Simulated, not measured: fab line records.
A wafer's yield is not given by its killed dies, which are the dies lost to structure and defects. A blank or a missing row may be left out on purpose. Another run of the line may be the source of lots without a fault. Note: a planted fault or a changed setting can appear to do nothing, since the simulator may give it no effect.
Which tool is to blame? ; flow n5 finfet ; 6 lots (17 wafers sampled), 1 step of a 1938-step route

WHAT THE GAUGES SHOWED, per wafer
N5_BEOL_M4_RC_MEAS_101.
lot;measured;on;DIBL_N (mV/V)
L343;day 9 05:35;prober-01;36.5 37.2 39.8
L347;day 9 21:51;prober-02;32.4 36.9
L349;day 10 12:14;prober-02;35.8 37.3 34.9
L353;day 11 22:40;prober-01;40.6 32.5 39.4
L359;day 13 06:09;prober-01;33.9 36.2 34.3
L362;day 14 02:41;prober-01;35.3 35.0 35.3

TOOL THAT RAN EACH LOT (tool first, then ch and the chambers of the sampled wafers, then the start)
Before these readings, the record contains no process step.

THE ANSWER, worked out from the rows above alone
Rule: the lots themselves supply what counts as usual. The widest of any qualifying gaps counts: lots, ordered by their means at a reading, are off when they make up no more than a third of the lots, leave a main group of 4 or more, and stand apart from it by 3 or more times the standard deviation of that group's means. A main group is skipped when, at the precision printed for the reading in the tables above, its means are all equal. A lot without any number at a reading at which 4 lots or more have one is off too. The other lots that the step has rows for count as sound.
Nothing can be told from this: no lot is off at any reading shown.

WHAT THE SIMULATOR HAD PUT IN
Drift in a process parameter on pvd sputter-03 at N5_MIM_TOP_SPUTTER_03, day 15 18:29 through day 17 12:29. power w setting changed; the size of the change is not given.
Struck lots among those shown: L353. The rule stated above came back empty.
